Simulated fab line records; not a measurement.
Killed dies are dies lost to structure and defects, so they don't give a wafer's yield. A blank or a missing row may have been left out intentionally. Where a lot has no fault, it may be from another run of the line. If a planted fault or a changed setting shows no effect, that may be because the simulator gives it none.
A lot that was struck, set against a sound lot ; flow nand_harc ; 14 out of 1159 route steps
Sound: wafers L831.1, L831.2, L831.3. The struck wafers were L830.1, L830.3, L830.6. At the end, the cause is stated.
Each step with rows lists, per side, the tool, then ch with its chambers, then its first start. Under that, the readings that differ: sound wafers ; struck wafers ; difference of the means ; sigmas: that difference in standard deviations of wafers without a fault.
alike: same words and numbers on both sides, and readings whose means sit less than 2 such deviations apart. not compared: any withheld reading, any reading some wafer has no value for, any bound like >300 that may hide the same value, and any number with overlapping values for which the record gives no deviation.
A row with sigmas, a row that says differs or no value, or rows on one side alone: a step with any of these is where the two part. Numbers that don't overlap but have no deviation are shown without sigmas and don't part them. A reading missing from all wafers of one side parts the sides only when that side holds two or more wafers.

first, 1 step without rows for these wafers: NHARC_A_ONON_D1_DEP_00 (target thk 1000 nm).
NHARC_A_ONON_D1_THK_MEAS_02: measures by ellipsometry.
  struck on film_metro-02, day 11 23:25; sound on film_metro-01, day 11 23:24
  alike: thk_nm
after that, 1 step with no rows for these wafers: NHARC_A_ONON_D1_DEP_03 (target thk 1000 nm).
NHARC_A_ONON_D1_THK_MEAS_05: measures by ellipsometry.
  struck on film_metro-02, day 11 23:59; sound on film_metro-02, day 11 23:58
  alike: thk_nm
after that, 1 step with no rows for these wafers: NHARC_A_ONON_D1_DEP_06 (target thk 1000 nm).
NHARC_A_ONON_D1_THK_MEAS_08: measures by ellipsometry.
  struck on film_metro-01, day 12 00:32; sound on film_metro-02, day 12 00:32
  alike: thk_nm
after that, 1 step with no rows for these wafers: NHARC_A_ONON_D1_DEP_09 (target thk 1000 nm).
NHARC_A_ONON_D1_THK_MEAS_11: measures by ellipsometry.
  struck on film_metro-02, day 12 01:07; sound on film_metro-01, day 12 01:06
  alike: thk_nm
after that, 1 step with no rows for these wafers: NHARC_A_ONON_D1_DEP_12 (target thk 1000 nm).
NHARC_A_ONON_D1_THK_MEAS_14: measures by ellipsometry.
  struck on film_metro-02, day 12 01:40; sound on film_metro-01, day 12 01:40
  alike: thk_nm
then, 1 step without rows for these wafers: NHARC_A_ONON_D1_ANNEAL_15 (time 3600 s).
NHARC_A_ONON_D1_DEP_16: target thk 1000 nm.
  sound on pecvd_onon-04 ch 0, day 12 09:09; struck on pecvd_onon-01 ch 0, day 12 09:30
NHARC_A_ONON_D1_THK_MEAS_18: measures by ellipsometry.
  struck on film_metro-01, day 12 10:01; sound on film_metro-02, day 12 09:40
reading;sound;struck;difference;sigmas
thk_nm (nm);1003 1004 1002;1047 1048 1047;+44;+7
after that, 1 step with no rows for these wafers: NHARC_A_ONON_D1_DEP_19 (target thk 1000 nm).

WHERE THEY PART
Only at NHARC_A_ONON_D1_THK_MEAS_18, as far as this record shows.

WHY: what the simulator had put in
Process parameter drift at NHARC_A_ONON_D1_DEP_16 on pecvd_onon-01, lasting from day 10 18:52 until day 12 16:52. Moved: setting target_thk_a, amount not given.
